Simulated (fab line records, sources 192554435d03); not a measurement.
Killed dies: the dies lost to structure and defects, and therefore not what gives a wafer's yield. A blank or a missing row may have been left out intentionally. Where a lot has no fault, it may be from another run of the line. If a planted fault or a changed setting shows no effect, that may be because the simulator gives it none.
fab line records + flow n5-finfet
record
- lots=5
- wafers=15
- last-day=20
route steps=1938 shown MOL_CONTACT_COAG@615 BEOL_M4@1111 PASSIVATION@1936
lots that met no fault: taken from a fault-free run of the same line
start-h: hours from the record's opening day to when the first of the lot's shown wafers began + wait-h: how many hours have passed since the lot's step before this one + " same as the row above + L1.1+2: one row covering several wafers at once + - either no value or no given start + * or withheld: withheld + < > ~ a bound
route shown NAME@n: names a module that has steps shown in the file, with the first one's number in the route + usual: mean and standard deviation over wafers with no fault + same: alike in all rows + chamber/n: place in a boat + sites: readings site by site + _std_site: standard deviation of those values + _edge_site: inner sites' mean taken away from outer sites' mean + radius-mm: how far each site lies from the wafer's centre + mask NAME#n: copy n + behind: the most recent tool/chamber to have shaped the wafer + hold: why the lot was held/for how many hours/how that ended + device: which transistor (n, p or np) failed to switch + end of line: the tests these same wafers got at the end of their route + step lacking rows: just its recipe + killed: dies that structure and defects cost at the first sort, which is not the same as the wafer's yield + map: dies across one wafer; x = killed, . = not, _ = none there
set.NAME: the setting that was run; set.NAME@STEP: the one run at that earlier step + model.NAME: the simulator's own value behind a step, which no gauge read
lots at selected steps of the route; one table per step, one row per wafer
services: from which hour (start-h, from the record's first day; less than 0 if before it) a tool's chamber was out of use, for how many hours, and why
## steps
# step N5_MOL_CONTACT_COAG_VIA_ETCH_117
# recipe
- chemistry=C4F6/O2
- target-depth-a=400
- overetch-a=80
- mask-material=SOC
- target=SiO2
- bias-w=455
- pressure-mtorr=10
- time-s=26
- source-w=325
- Ar_flow_sccm=300
- C4F6_flow_sccm=10
- O2_flow_sccm=10
- ion-energy-ev=575.3
- ends=end-point
# step N5_MOL_CONTACT_COAG_ETCH_124
# recipe
- chemistry=CH3F/O2
- target=SiNx
- target-depth-a=65
- mask-material=SOC
- stop-on=SiOC
- over-etch-frac=0.3
- ion-energy-ev=120
- pressure-mtorr=30
- source-w=395
- bias-w=73
- Ar_flow_sccm=150
- CH3F_flow_sccm=30
- O2_flow_sccm=20
- ends=end-point
# step N5_MOL_CONTACT_COAG_ETCH_48
# recipe
- chemistry=C4F6/O2
- target-depth-a=150
- overetch-a=45
- mask-material=SOC
- target=SiOC
- bias-w=465
- pressure-mtorr=10
- time-s=17
- source-w=335
- Ar_flow_sccm=300
- C4F6_flow_sccm=10
- O2_flow_sccm=10
- ion-energy-ev=576
# step N5_MOL_CONTACT_COAG_STRIP_72
# recipe
- chemistry=N2/H2
- power-w=450
- temp-c=40
- pressure-mtorr=20
- rf-frequency-hz=6e+07
- overash-fraction=3
- bias-power-w=7
- h2-frac=0.5
- n2-flow-sccm=200
- h2-flow-sccm=200
# step N5_MOL_CONTACT_COAG_STRIP_49
# recipe
- chemistry=N2/H2
- time-s=30
- power-w=1000
- temp-c=250
- pressure-mtorr=withheld
- n2-flow-sccm=1750
- h2-flow-sccm=3250
# step N5_MOL_CONTACT_COAG_PRECLEAN_138
# recipe
- chemistry=alkaline-clean
- temp-c=60
- time-s=60
- do-ppb=50
# step N5_MOL_CONTACT_COAG_SRD_139
# recipe
- dry=ipa-marangoni
- time-s=30
- temp-c=23
- rinse-liquid=diw
# step N5_MOL_CONTACT_COAG_PRE_CLEAN_121
# recipe
- gas=H2/He
- time-s=*
- temp-c=withheld
# step N5_MOL_CONTACT_COAG_CVD_140
# recipe
- material=W
- target-thk-a=665
- mode=selective-fill
- temp-c=300
- time-s=215
# step N5_MOL_CONTACT_COAG_PRECLEAN_127
# recipe
- chemistry=DIW
- time-s=57.5
- temp-c=23
# step N5_MOL_CONTACT_COAG_SRD_128
# recipe
- dry-time-s=32
- dry=n2-spin
- spin-rpm=1500
# step N5_MOL_CONTACT_COAG_CMP_52
# recipe
- stop-on=SiO2
- t-overpolish-s=1.5
- post-cmp-clean=w-dilute-nh4oh
- down-force-psi=4
- platen-rpm=50.289
- pad-velocity-m-s=1.0006
- target-thk-nm=66.5
# usual
- edge-zone-pressure-frac=1.000/0.0047
- head-pressure-psi=4.001/0.0082
- motor-current-A=12.0/0.82
- overpolish-run-s=1.500/0.0088
- time-to-endpoint-s=13.6/2.1
| lot.wafer | tool   | chamber | start-h | wait-h | edge-zone-pressure-frac | head-pressure-psi | motor-current-A | overpolish-run-s | time-to-endpoint-s |
|-----------|--------|---------|---------|--------|-------------------------|-------------------|-----------------|------------------|--------------------|
| L579.3    | cmp-03 | 1       | 114.98  | 0.0    | 0.992                   | 3.993             | 12.1            | 1.505            | 16.7               |
| L579.4    | "      | 2       | "       | "      | 1.005                   | 3.995             | 9.9             | 1.490            | 15.9               |
| L579.6    | "      | 1       | "       | "      | 0.997                   | 4.004             | 11.9            | 1.499            | 17.9               |
| L595.1    | cmp-03 | 0       | 209.85  | 0.0    | -                       | -                 | -               | -                | -                  |
| L595.4    | "      | 1       | "       | "      | -                       | -                 | -               | -                | -                  |
| L595.3    | "      | 3       | "       | "      | -                       | -                 | -               | -                | -                  |
| L596.3    | cmp-02 | 0       | 213.04  | 0.1    | -                       | -                 | -               | -                | -                  |
| L596.2    | "      | 1       | "       | "      | -                       | -                 | -               | -                | -                  |
| L596.6    | "      | 0       | "       | "      | -                       | -                 | -               | -                | -                  |
| L597.4    | cmp-02 | 3       | 217.60  | 0.1    | -                       | -                 | -               | -                | -                  |
| L597.3    | "      | 0       | "       | "      | -                       | -                 | -               | -                | -                  |
| L597.2    | "      | 1       | "       | "      | -                       | -                 | -               | -                | -                  |
| L600.4    | cmp-02 | 1       | 239.46  | 0.2    | 0.998                   | 4.014             | 11.9            | 1.502            | 14.8               |
| L600.5    | "      | 1       | "       | "      | 0.992                   | 3.990             | 11.5            | 1.480            | 14.9               |
| L600.6    | "      | 2       | "       | "      | 1.007                   | 3.995             | 12.2            | 1.502            | 12.5               |
# step N5_MOL_CONTACT_COAG_THK_MEAS_53
# recipe
- reads=SiO2_of_MOL_CONTACT_COAG_PECVD_31
# usual
- VIA_MOL_THK=43.9/0.67
| lot.wafer | tool          | chamber | start-h | wait-h | VIA_MOL_THK[nm] |
|-----------|---------------|---------|---------|--------|-----------------|
| L579.3    | film-metro-02 | -       | 115.28  | -      | 44.1            |
| L579.4    | "             | -       | "       | "      | 45.4            |
| L579.6    | "             | -       | "       | "      | 44.6            |
| L595.1    | film-metro-01 | -       | 210.14  | 0.3    | -               |
| L595.3    | "             | -       | "       | "      | -               |
| L595.4    | "             | -       | "       | "      | -               |
| L596.2    | film-metro-02 | -       | 213.29  | 0.2    | -               |
| L596.3    | "             | -       | "       | "      | -               |
| L596.6    | "             | -       | "       | "      | -               |
| L597.2    | film-metro-02 | -       | 217.85  | 0.1    | -               |
| L597.3    | "             | -       | "       | "      | -               |
| L597.4    | "             | -       | "       | "      | -               |
| L600.4    | film-metro-01 | -       | 239.75  | -      | 44.3            |
| L600.5    | "             | -       | "       | "      | 44.5            |
| L600.6    | "             | -       | "       | "      | 43.6            |
# step N5_MOL_CONTACT_COAG_ANNEAL_112
# recipe
- temp-c=400
- time-s=1800
- ambient=HPD2
- pressure-atm=10
# step N5_MOL_CONTACT_COAG_INSPECT_97
# recipe
- inspect-instrument=darkfield
- mode=post-anneal
# usual
- raw-defect-count=38/14
| lot.wafer | tool              | chamber | start-h | wait-h | raw-defect-count |
|-----------|-------------------|---------|---------|--------|------------------|
| L579.3    | defect-inspect-01 | -       | 118.37  | 0.1    | 43               |
| L579.4    | "                 | -       | "       | "      | 99               |
| L579.6    | "                 | -       | "       | "      | 58               |
| L595.1    | defect-inspect-01 | -       | 213.21  | 0.0    | 1280             |
| L595.3    | "                 | -       | "       | "      | 1268             |
| L595.4    | "                 | -       | "       | "      | 1254             |
| L596.2    | defect-inspect-01 | -       | 216.36  | 0.0    | 1410             |
| L596.3    | "                 | -       | "       | "      | 1318             |
| L596.6    | "                 | -       | "       | "      | 1307             |
| L597.2    | defect-inspect-01 | -       | 220.94  | 0.1    | 1255             |
| L597.3    | "                 | -       | "       | "      | 1313             |
| L597.4    | "                 | -       | "       | "      | 1340             |
| L600.4    | defect-inspect-01 | -       | 245.64  | 0.1    | 34               |
| L600.5    | "                 | -       | "       | "      | 44               |
| L600.6    | "                 | -       | "       | "      | 40               |
# step N5_BEOL_M4_RC_MEAS_101
# usual
- DIBL_N=36.7/1.8
- DIBL_P=37.0/2.4
- IOFF_N=0.17/0.036
- IOFF_P=0.22/0.042
- ION_N=673/12
- ION_P=462/8.5
- SS_N=71.7/0.62
- SS_P=73.4/0.65
- VT_N=250/3.7
- VT_P=-250/3.7
| lot.wafer | tool      | chamber | start-h | wait-h | DIBL_N[mV/V] | DIBL_P[mV/V] | IOFF_N[nA/um] | IOFF_P[nA/um] | ION_N[uA/um] | ION_P[uA/um] | SS_N[mV/dec] | SS_P[mV/dec] | VT_N[mV] | VT_P[mV] |
|-----------|-----------|---------|---------|--------|--------------|--------------|---------------|---------------|--------------|--------------|--------------|--------------|----------|----------|
| L579.3    | prober-02 | 0       | 196.30  | 0.3    | 37.1         | 36.1         | 0.16          | 0.19          | 673          | 457          | 72.1         | 73.2         | 252      | -254     |
| L579.4    | "         | 0       | "       | "      | 35.2         | 33.7         | 0.12          | 0.16          | 646          | 448          | 72.2         | 72.8         | 257      | -255     |
| L579.6    | "         | 0       | "       | "      | 37.5         | 36.6         | 0.17          | 0.20          | 672          | 455          | 72.3         | 74.3         | 252      | -251     |
| L600.4    | prober-01 | 0       | 356.19  | 0.5    | 36.3         | 36.1         | 0.16          | 0.21          | 686          | 465          | 71.9         | 73.1         | 248      | -249     |
| L600.5    | "         | 0       | "       | "      | 36.5         | 35.6         | 0.15          | 0.20          | 675          | 464          | 71.0         | 73.1         | 249      | -253     |
| L600.6    | "         | 0       | "       | "      | 34.9         | 32.6         | 0.12          | 0.15          | 663          | 445          | 71.7         | 72.3         | 255      | -255     |
# step N5_PASSIVATION_PROBE_49
# usual
- defect-limited-yield=91.1/1.4
- killed_at_M0_to_M3=32/9.3
- killed_at_M4_up=13/5.8
- killed-at-contacts=12/6.3
- killed-at-front-end=44/12
- killed-at-other=3.6/2.7
- killed-dies=104/17
- killed-on-rim=14/3.9
- killed-open=69/13
- killed-short=34/6.9
- sort_bin_5_function=5.2/0.98
- sort_bin_6_memory=3.3/0.59
- sort-n-pass=1075/17
- sort-yield-pct=91.1/1.4
# same
- gross-dies=1180
- killed-at-back-side=0
- sort_bin_4_leakage[%]=0
- sort_bin_8_speed[%]=0
| lot.wafer | tool      | chamber | start-h | wait-h | defect-limited-yield[%] | killed_at_M0_to_M3 | killed_at_M4_up | killed-at-contacts | killed-at-front-end | killed-at-other | killed-dies | killed-on-rim | killed-open | killed-short | sort_bin_5_function[%] | sort_bin_6_memory[%] | sort-n-pass | sort-yield-pct[%] |
|-----------|-----------|---------|---------|--------|-------------------------|--------------------|-----------------|--------------------|---------------------|-----------------|-------------|---------------|-------------|--------------|------------------------|----------------------|-------------|-------------------|
| L595.1    | prober-01 | -       | 392.15  | 0.0    | 0                       | 36                 | 15              | 1077               | 46                  | 6               | 1180        | 152           | 82          | 36           | 6.2                    | 2.9                  | 0           | 0                 |
| L595.3    | prober-01 | -       | 392.25  | 0.1    | 0                       | 26                 | 7               | 1115               | 30                  | 2               | 1180        | 152           | 55          | 26           | 4.1                    | 2.5                  | 0           | 0                 |
| L595.4    | prober-01 | -       | 392.30  | 0.2    | 0                       | 30                 | 15              | 1088               | 41                  | 6               | 1180        | 152           | 77          | 35           | 5.6                    | 3.6                  | 0           | 0                 |
| L596.2    | prober-02 | -       | 396.23  | 0.1    | 0                       | 39                 | 23              | 1082               | 21                  | 15              | 1180        | 152           | 69          | 37           | 4.7                    | 3.9                  | 0           | 0                 |
| L596.3    | prober-02 | -       | 396.28  | 0.1    | 0                       | 24                 | 13              | 1103               | 34                  | 6               | 1180        | 152           | 52          | 30           | 4.4                    | 2.2                  | 0           | 0                 |
| L596.6    | prober-02 | -       | 396.43  | 0.3    | 0                       | 36                 | 8               | 1086               | 40                  | 10              | 1180        | 152           | 73          | 32           | 6.0                    | 2.6                  | 0           | 0                 |
| L597.2    | prober-01 | -       | 418.82  | 0.1    | 0                       | 35                 | 9               | 1100               | 35                  | 1               | 1180        | 152           | 65          | 28           | 4.2                    | 3.2                  | 0           | 0                 |
| L597.3    | prober-01 | -       | 418.87  | 0.1    | 0                       | 27                 | 9               | 1090               | 48                  | 6               | 1180        | 152           | 74          | 25           | 5.1                    | 3.1                  | 0           | 0                 |
| L597.4    | prober-01 | -       | 418.92  | 0.2    | 0                       | 31                 | 10              | 1108               | 30                  | 1               | 1180        | 152           | 59          | 30           | 4.4                    | 3.1                  | 0           | 0                 |
# killed by level:class
L595.1 MOL_CONTACT_COAG:area-cmp=1062 STI_FIN_REVEAL:geometric-particle:open=14 MOL_CONTACT_COAG:geometric-particle:open=13 FIN_SAQP:geometric-particle:short=9 BEOL_M0_SAQP:geometric-particle:open=8 BEOL_M3:geometric-particle:open=8 BEOL_M1:geometric-particle:open=7 BEOL_M2:geometric-particle:open=7
L595.3 MOL_CONTACT_COAG:area-cmp=1099 MOL_CONTACT_COAG:geometric-particle:open=14 BEOL_M0_SAQP:geometric-particle:open=7 BEOL_M0_SAQP:geometric-particle:short=6 BEOL_M2:geometric-particle:open=5 FIN_SAQP:geometric-particle:open=4 STI_FIN_REVEAL:geometric-particle:open=4 DUMMY_GATE:geometric-particle:open=4
L595.4 MOL_CONTACT_COAG:area-cmp=1067 MOL_CONTACT_COAG:geometric-particle:open=18 BEOL_M0_SAQP:geometric-particle:short=11 FIN_SAQP:geometric-particle:open=10 BEOL_M7:geometric-particle:open=8 GATE_CUT:geometric-particle:short=7 BEOL_M2:geometric-particle:open=7 FIN_SAQP:geometric-particle:short=6
L596.2 MOL_CONTACT_COAG:area-cmp=1074 BEOL_M2:geometric-particle:open=10 FIN_SAQP:geometric-particle:short=7 BEOL_M2:geometric-particle:short=7 MOL_CONTACT_COAG:geometric-particle:open=7 BEOL_M5:geometric-particle:open=7 BEOL_M0:geometric-particle:open=5 BEOL_M3:geometric-particle:open=5
L596.3 MOL_CONTACT_COAG:area-cmp=1097 FIN_SAQP:geometric-particle:open=6 STI_FIN_REVEAL:geometric-particle:open=6 BEOL_M0_SAQP:geometric-particle:short=6 BEOL_M2:geometric-particle:open=5 BEOL_M3:geometric-particle:open=5 DUMMY_GATE:geometric-particle:short=4 BEOL_M0_SAQP:geometric-particle:open=4
L596.6 MOL_CONTACT_COAG:area-cmp=1075 DUMMY_GATE:geometric-particle:open=12 MOL_CONTACT_COAG:geometric-particle:open=10 BEOL_M3:geometric-particle:open=10 FIN_SAQP:geometric-particle:open=7 BEOL_M2:geometric-particle:open=5 STI_FIN_REVEAL:geometric-particle:open=4 BEOL_M0:geometric-particle:short=4
L597.2 MOL_CONTACT_COAG:area-cmp=1087 MOL_CONTACT_COAG:geometric-particle:open=8 FIN_SAQP:geometric-particle:open=7 DUMMY_GATE:geometric-particle:open=7 STI_FIN_REVEAL:geometric-particle:open=7 BEOL_M0_SAQP:geometric-particle:short=7 BEOL_M3:geometric-particle:open=7 MOL_CONTACT_COAG:geometric-particle:short=5
L597.3 MOL_CONTACT_COAG:area-cmp=1081 FIN_SAQP:geometric-particle:open=18 STI_FIN_REVEAL:geometric-particle:open=8 DUMMY_GATE:geometric-particle:open=8 MOL_CONTACT_COAG:geometric-particle:open=6 BEOL_M1:geometric-particle:open=6 FIN_SAQP:geometric-particle:short=5 BEOL_M0_SAQP:geometric-particle:short=5
L597.4 MOL_CONTACT_COAG:area-cmp=1091 MOL_CONTACT_COAG:geometric-particle:open=13 BEOL_M0_SAQP:geometric-particle:open=9 BEOL_M0_SAQP:geometric-particle:short=8 BEOL_M2:geometric-particle:open=8 FIN_SAQP:geometric-particle:open=6 STI_FIN_REVEAL:geometric-particle:open=6 FIN_SAQP:geometric-particle:short=5
# map L595.1 (x killed, . not)
_________________xxxxxxxxxxxx________________
______________xxxxxxxxxxxxxxxxxx_____________
___________xxxxxxxxxxxxxxxxxxxxxxxx__________
__________xxxxxxxxxxxxxxxxxxxxxxxxxx_________
________xxxxxxxxxxxxxxxxxxxxxxxxxxxxxx_______
_______xxxxxxxxxxxxxxxxxxxxxxxxxxxxxxxx______
______xxxxxxxxxxxxxxxxxxxxxxxxxxxxxxxxxx_____
_____xxxxxxxxxxxxxxxxxxxxxxxxxxxxxxxxxxxx____
____xxxxxxxxxxxxxxxxxxxxxxxxxxxxxxxxxxxxxx___
___xxxxxxxxxxxxxxxxxxxxxxxxxxxxxxxxxxxxxxxx__
___xxxxxxxxxxxxxxxxxxxxxxxxxxxxxxxxxxxxxxxx__
__xxxxxxxxxxxxxxxxxxxxxxxxxxxxxxxxxxxxxxxxxx_
__xxxxxxxxxxxxxxxxxxxxxxxxxxxxxxxxxxxxxxxxxx_
_xxxxxxxxxxxxxxxxxxxxxxxxxxxxxxxxxxxxxxxxxxxx
_xxxxxxxxxxxxxxxxxxxxxxxxxxxxxxxxxxxxxxxxxxxx
_xxxxxxxxxxxxxxxxxxxxxxxxxxxxxxxxxxxxxxxxxxxx
_xxxxxxxxxxxxxxxxxxxxxxxxxxxxxxxxxxxxxxxxxxxx
_xxxxxxxxxxxxxxxxxxxxxxxxxxxxxxxxxxxxxxxxxxxx
_xxxxxxxxxxxxxxxxxxxxxxxxxxxxxxxxxxxxxxxxxxxx
_xxxxxxxxxxxxxxxxxxxxxxxxxxxxxxxxxxxxxxxxxxxx
_xxxxxxxxxxxxxxxxxxxxxxxxxxxxxxxxxxxxxxxxxxxx
__xxxxxxxxxxxxxxxxxxxxxxxxxxxxxxxxxxxxxxxxxx_
__xxxxxxxxxxxxxxxxxxxxxxxxxxxxxxxxxxxxxxxxxx_
___xxxxxxxxxxxxxxxxxxxxxxxxxxxxxxxxxxxxxxxx__
___xxxxxxxxxxxxxxxxxxxxxxxxxxxxxxxxxxxxxxxx__
____xxxxxxxxxxxxxxxxxxxxxxxxxxxxxxxxxxxxxx___
_____xxxxxxxxxxxxxxxxxxxxxxxxxxxxxxxxxxxx____
______xxxxxxxxxxxxxxxxxxxxxxxxxxxxxxxxxx_____
_______xxxxxxxxxxxxxxxxxxxxxxxxxxxxxxxx______
________xxxxxxxxxxxxxxxxxxxxxxxxxxxxxx_______
__________xxxxxxxxxxxxxxxxxxxxxxxxxx_________
___________xxxxxxxxxxxxxxxxxxxxxxxx__________
______________xxxxxxxxxxxxxxxxxx_____________
_________________xxxxxxxxxxxx________________
# map L596.2 (x killed, . not)
_________________xxxxxxxxxxxx________________
______________xxxxxxxxxxxxxxxxxx_____________
___________xxxxxxxxxxxxxxxxxxxxxxxx__________
__________xxxxxxxxxxxxxxxxxxxxxxxxxx_________
________xxxxxxxxxxxxxxxxxxxxxxxxxxxxxx_______
_______xxxxxxxxxxxxxxxxxxxxxxxxxxxxxxxx______
______xxxxxxxxxxxxxxxxxxxxxxxxxxxxxxxxxx_____
_____xxxxxxxxxxxxxxxxxxxxxxxxxxxxxxxxxxxx____
____xxxxxxxxxxxxxxxxxxxxxxxxxxxxxxxxxxxxxx___
___xxxxxxxxxxxxxxxxxxxxxxxxxxxxxxxxxxxxxxxx__
___xxxxxxxxxxxxxxxxxxxxxxxxxxxxxxxxxxxxxxxx__
__xxxxxxxxxxxxxxxxxxxxxxxxxxxxxxxxxxxxxxxxxx_
__xxxxxxxxxxxxxxxxxxxxxxxxxxxxxxxxxxxxxxxxxx_
_xxxxxxxxxxxxxxxxxxxxxxxxxxxxxxxxxxxxxxxxxxxx
_xxxxxxxxxxxxxxxxxxxxxxxxxxxxxxxxxxxxxxxxxxxx
_xxxxxxxxxxxxxxxxxxxxxxxxxxxxxxxxxxxxxxxxxxxx
_xxxxxxxxxxxxxxxxxxxxxxxxxxxxxxxxxxxxxxxxxxxx
_xxxxxxxxxxxxxxxxxxxxxxxxxxxxxxxxxxxxxxxxxxxx
_xxxxxxxxxxxxxxxxxxxxxxxxxxxxxxxxxxxxxxxxxxxx
_xxxxxxxxxxxxxxxxxxxxxxxxxxxxxxxxxxxxxxxxxxxx
_xxxxxxxxxxxxxxxxxxxxxxxxxxxxxxxxxxxxxxxxxxxx
__xxxxxxxxxxxxxxxxxxxxxxxxxxxxxxxxxxxxxxxxxx_
__xxxxxxxxxxxxxxxxxxxxxxxxxxxxxxxxxxxxxxxxxx_
___xxxxxxxxxxxxxxxxxxxxxxxxxxxxxxxxxxxxxxxx__
___xxxxxxxxxxxxxxxxxxxxxxxxxxxxxxxxxxxxxxxx__
____xxxxxxxxxxxxxxxxxxxxxxxxxxxxxxxxxxxxxx___
_____xxxxxxxxxxxxxxxxxxxxxxxxxxxxxxxxxxxx____
______xxxxxxxxxxxxxxxxxxxxxxxxxxxxxxxxxx_____
_______xxxxxxxxxxxxxxxxxxxxxxxxxxxxxxxx______
________xxxxxxxxxxxxxxxxxxxxxxxxxxxxxx_______
__________xxxxxxxxxxxxxxxxxxxxxxxxxx_________
___________xxxxxxxxxxxxxxxxxxxxxxxx__________
______________xxxxxxxxxxxxxxxxxx_____________
_________________xxxxxxxxxxxx________________
## services
| tool   | chamber | start-h | hours | kind                           |
|--------|---------|---------|-------|--------------------------------|
| cmp-02 | -       | 96.15   | 0.2   | repair                         |
| cmp-03 | -       | 98.68   | 2.0   | repair                         |
| cmp-02 | -       | 112.12  | 4.4   | pm                             |
| cmp-02 | -       | 150.48  | 1.0   | repair                         |
| cmp-03 | -       | 185.38  | 1.5   | repair                         |
| cmp-03 | -       | 190.72  | 0.2   | repair                         |
| cmp-03 | -       | 210.84  | 0.7   | repair                         |
| cmp-03 | -       | 224.37  | 63.0  | repair                         |
| cmp-02 | -       | 224.86  | 4.0   | pm                             |
| cmp-02 | -       | 228.86  | -     | consumable-replace:conditioner |
| cmp-02 | -       | 228.86  | -     | consumable-replace:pad         |
## key
first-sign
- step=N5_MOL_CONTACT_COAG_CMP_52
- reading=tool-record
- direction=missing
effect
- step=N5_MOL_CONTACT_COAG_THK_MEAS_53
- reading=VIA_MOL_THK
- direction=missing
effect
- step=N5_MOL_CONTACT_COAG_INSPECT_97
- reading=raw-defect-count
- direction=up
- sigmas=93
- usual=38
- struck=1305
effect
- step=N5_PASSIVATION_PROBE_49
- reading=killed-at-contacts
- direction=up
- sigmas=99+
- usual=12
- struck=1094
more-kills-born-at
- N5_MOL_CONTACT_COAG_CMP_52@cmp-02=6502
- N5_MOL_CONTACT_COAG_CMP_52@cmp-03=3222
met-at N5_MOL_CONTACT_COAG_CMP_52
struck-wafers L595.1,L595.3,L595.4,L596.2,L596.3,L596.6,L597.2,L597.3,L597.4
later-rows-left-out L595.1,L595.3,L595.4,L596.2,L596.3,L596.6,L597.2,L597.3,L597.4
onset-between 114.98 209.85
fault
- kind=skipped-step-whole
- tool=cmp-02,cmp-03
- chamber=-
- onset-h=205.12
- steps=N5_MOL_CONTACT_COAG_CMP_52
- scope=struck-lots-only
# later-rows-left-out: the simulator's readings of these wafers behind a module that went badly wrong aren't trusted and aren't shown, but for the sort
